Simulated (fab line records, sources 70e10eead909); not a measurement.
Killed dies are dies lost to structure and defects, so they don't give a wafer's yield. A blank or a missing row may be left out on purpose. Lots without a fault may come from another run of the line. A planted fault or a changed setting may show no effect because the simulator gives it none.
Which tool did it? | flow nand_harc | 11 lots, 33 wafers sampled, at 5 steps of a route of 1302

WHAT THE GAUGES READ, wafer by wafer
NHARC_END_SORT_01.
lot  | measured     | on        | killed_at_array | killed_at_other | killed_at_periphery | killed_dies | killed_open | killed_short
L928 | day 31 19:32 | prober-02 | 676 38 31       | 0 1 0           | 1 6 7               | 677 45 38   | 2 6 1       | 2 3 5

WHICH TOOL RAN EACH LOT (tool, then ch and the chambers of the sampled wafers, then the start)
lot  | NHARC_A_CONTACT_CVD_19                   | NHARC_A_CONTACT_CMP_20        | NHARC_A_BLC_ETCH_16                | NHARC_A_BLC_ETCH_17
L910 | cvd_w-02 ch 0,1, day 23 05:13 or earlier | cmp-01 ch 2,3, day 23 05:13   | rie_diel-10 ch 0,1,3, day 23 06:26 | rie_diel-10 ch 0,1,2, no start
L908 | cvd_w-02 ch 0,1, day 23 07:32 or earlier | cmp-03 ch 0,1,2, day 23 07:32 | rie_diel-11 ch 0,2,3, day 23 08:38 | rie_diel-11 ch 0,2, no start
L911 | cvd_w-02 ch 0,1, day 23 09:47 or earlier | cmp-03 ch 1,3, day 23 09:47   | rie_diel-03 ch 0,2, day 23 10:59   | rie_diel-03 ch 0,3, no start
L918 | cvd_w-02 ch 0,1, day 25 21:39 or earlier | cmp-02 ch 0,1,3, day 25 21:39 | rie_diel-03 ch 0,2, day 25 22:52   | rie_diel-03 ch 2,3, no start
L916 | cvd_w-01 ch 1, day 26 06:26 or earlier   | cmp-03 ch 1,2, day 26 06:26   | rie_diel-03 ch 0,1,3, day 26 07:37 | rie_diel-03 ch 2,3, no start
L919 | cvd_w-02 ch 0,1, day 27 01:30 or earlier | cmp-02 ch 1,3, day 27 01:30   | rie_diel-03 ch 0,2,3, day 27 02:37 | rie_diel-03 ch 2,3, no start
L924 | cvd_w-02 ch 1, day 29 09:41 or earlier   | cmp-02 ch 0,1,2, day 29 09:41 | rie_diel-10 ch 1,2, day 29 10:50   | rie_diel-10 ch 0,3, no start
L928 | cvd_w-02 ch 0,1, day 29 23:37 or earlier | cmp-03 ch 0,1,2, day 29 23:37 | rie_diel-03 ch 0,2,3, day 30 00:41 | rie_diel-03 ch 0,1,2, day 31 19:32 or earlier
L931 | cvd_w-02 ch 0,1, day 31 11:53 or earlier | cmp-03 ch 1,2,3, day 31 11:53 | rie_diel-10 ch 0,1,3, day 31 17:12 | rie_diel-10 ch 2,3, no start
L930 | cvd_w-01 ch 0, day 31 22:31 or earlier   | cmp-03 ch 2,3, day 31 22:31   | rie_diel-10 ch 0,2, day 32 00:48   | rie_diel-10 ch 0,1,3, no start
L929 | cvd_w-02 ch 0,1, day 32 08:04 or earlier | cmp-01 ch 1,2, day 32 08:04   | rie_diel-03 ch 0,1,2, day 32 18:15 | rie_diel-03 ch 1,3, no start
- NHARC_A_CONTACT_CVD_19: deposits W, target thk 300 nm, time 802 s.
- NHARC_A_CONTACT_CMP_20: polishes, t overpolish 30 s, target thk 300 nm.
- NHARC_A_BLC_ETCH_16: etches the open film in CF4, target depth 39 nm, time 65 s.
- NHARC_A_BLC_ETCH_17: etches the open film in N2/H2, target depth 390 nm, time 609.38 s.

WHAT THE TOOLS THEMSELVES READ (means of the sampled wafers that have a number; where no wafer has one, the mark that the record gives instead)
NHARC_A_CONTACT_CVD_19.
lot  | tool     | heater_power_w (W) | throttle_valve_pct (%)
L910 | cvd_w-02 | 453                | 8.1
L908 | cvd_w-02 | 463                | 8.0
L911 | cvd_w-02 | 453                | 8.0
L918 | cvd_w-02 | 451                | 8.1
L916 | cvd_w-01 | 472                | 7.6
L919 | cvd_w-02 | 448                | 8.0
L924 | cvd_w-02 | 412                | 7.7
L928 | cvd_w-02 | 434                | 7.8
L931 | cvd_w-02 | 433                | 7.9
L930 | cvd_w-01 | 464                | 7.3
L929 | cvd_w-02 | 457                | 8.2

NHARC_A_CONTACT_CMP_20.
lot  | tool   | motor_current_A (A) | overpolish_run_s (s) | slurry_flow_ml_min | time_to_endpoint_s (s)
L910 | cmp-01 | 11.1                | 29.999               | 150.5              | 55.2
L908 | cmp-03 | 12.0                | 30.003               | 150.0              | 61.4
L911 | cmp-03 | 11.8                | 30.003               | 149.6              | 59.2
L918 | cmp-02 | 11.9                | 30.002               | 150.4              | 57.6
L916 | cmp-03 | 11.0                | 30.009               | 149.9              | 60.3
L919 | cmp-02 | 12.6                | 30.007               | 149.9              | 57.2
L924 | cmp-02 | 11.3                | 29.997               | 150.5              | 58.5
L928 | cmp-03 | 11.8                | 30.001               | 150.1              | 60.2
L931 | cmp-03 | 11.6                | 29.993               | 149.8              | 62.6
L930 | cmp-03 | 11.0                | 30.016               | 149.9              | 65.1
L929 | cmp-01 | 12.3                | 30.008               | 150.1              | 56.8

NHARC_A_BLC_ETCH_16.
lot  | tool        | cf4_flow_sccm (sccm) | chamber_pressure_mTorr (mTorr) | drypump_motor_current_A (A) | oes_product_au (a.u.) | rf_vpp_V (V) | run_length_s (s) | showerhead_plenum_p_Torr (Torr) | throttle_valve_pct (%)
L910 | rie_diel-10 | 150.2                | 50.01                          | 5.8                         | 0.982                 | 151.0        | 86.71            | 1.78                            | 13.284
L908 | rie_diel-11 | 149.4                | 50.00                          | 5.8                         | 1.011                 | 152.1        | 86.34            | 1.81                            | 13.287
L911 | rie_diel-03 | 150.0                | 50.00                          | 6.0                         | 0.998                 | 152.6        | 86.42            | 1.80                            | 13.282
L918 | rie_diel-03 | 149.7                | 49.99                          | 6.0                         | 1.003                 | 151.8        | 86.51            | 1.80                            | 13.290
L916 | rie_diel-03 | 150.0                | 50.02                          | 5.8                         | 0.991                 | 151.1        | 86.47            | 1.73                            | 13.286
L919 | rie_diel-03 | 150.1                | 50.02                          | 5.8                         | 0.992                 | 151.2        | 86.30            | 1.76                            | 13.283
L924 | rie_diel-10 | 149.6                | 49.99                          | 5.6                         | 0.996                 | 151.4        | 86.70            | 1.78                            | 13.297
L928 | rie_diel-03 | 149.6                | 50.07                          | 5.8                         | 0.993                 | 151.2        | 76.34            | 1.76                            | 13.285
L931 | rie_diel-10 | 150.1                | 50.00                          | 5.8                         | 0.998                 | 151.5        | 86.56            | 1.77                            | 13.279
L930 | rie_diel-10 | 149.9                | 49.93                          | 5.6                         | 0.993                 | 150.7        | 86.20            | 1.75                            | 13.284
L929 | rie_diel-03 | 150.2                | 50.01                          | 6.0                         | 0.999                 | 150.7        | 86.24            | 1.77                            | 13.284

NHARC_A_BLC_ETCH_17.
lot  | tool        | chamber_pressure_mTorr (mTorr) | drypump_motor_current_A (A) | oes_product_au (a.u.) | rf_vpp_V (V) | run_length_s (s) | showerhead_plenum_p_Torr (Torr) | throttle_valve_pct (%)
L910 | rie_diel-10 | 29.997                         | 5.6                         | 0.994                 | 430.0        | 630.52           | 2.03                            | 14.178
L908 | rie_diel-11 | 29.986                         | 5.8                         | 1.011                 | 431.1        | 630.69           | 2.08                            | 14.171
L911 | rie_diel-03 | 30.012                         | 5.7                         | 1.003                 | 429.2        | 630.70           | 2.02                            | 14.164
L918 | rie_diel-03 | 29.976                         | 5.6                         | 0.984                 | 429.8        | 631.00           | 2.00                            | 14.165
L916 | rie_diel-03 | 30.010                         | 5.6                         | 0.990                 | 429.7        | 631.04           | 2.00                            | 14.168
L919 | rie_diel-03 | 30.023                         | 5.8                         | 1.000                 | 430.0        | 630.98           | 2.04                            | 14.167
L924 | rie_diel-10 | 29.982                         | 5.8                         | 0.981                 | 428.5        | 630.57           | 2.01                            | 14.168
L928 | rie_diel-03 | 29.989                         | 6.0                         | 0.996                 | 429.9        | 630.92           | 2.04                            | 14.175
L931 | rie_diel-10 | 29.996                         | 5.8                         | 1.001                 | 430.6        | 630.63           | 2.07                            | 14.180
L930 | rie_diel-10 | 30.019                         | 5.8                         | 0.989                 | 430.9        | 630.64           | 2.05                            | 14.167
L929 | rie_diel-03 | 29.983                         | 5.7                         | 0.987                 | 427.9        | 630.78           | 1.96                            | 14.181

THE ANSWER, worked out from the rows above alone
Rule: what is usual is taken from the lots themselves. Put in order of their means at a reading, lots are off if they are a third of the lots or fewer, leave a main group of 4 or more, and stand apart from it by a gap of 3 or more times the standard deviation of the main group's means; of several such gaps the widest counts. A main group whose means are all the same, to the digits that the tables above print for the reading, isn't used. A lot without any number at a reading at which 4 lots or more have one is off too. The other lots that the step has rows for count as sound. The gauges are gone through in route order, then the tools' own readings, and for those a lot's mean is taken as printed above. The first step at which some lot is off is used, and at that step the reading that is off furthest; a lot without a number counts as furthest.
Off: L928, at NHARC_A_BLC_ETCH_16 (run_length_s). The main group: mean 86.44 s, standard deviation 0.17.
A tool fits if, at that step or a process step before it, it ran every lot that is off, and no sound lot after the first of them. NHARC_A_CONTACT_CVD_19 gives no start for some lots, so the hours and the order of its lots are those of NHARC_A_CONTACT_CMP_20. None of those tried fits.

WHAT THE SIMULATOR HAD PUT IN
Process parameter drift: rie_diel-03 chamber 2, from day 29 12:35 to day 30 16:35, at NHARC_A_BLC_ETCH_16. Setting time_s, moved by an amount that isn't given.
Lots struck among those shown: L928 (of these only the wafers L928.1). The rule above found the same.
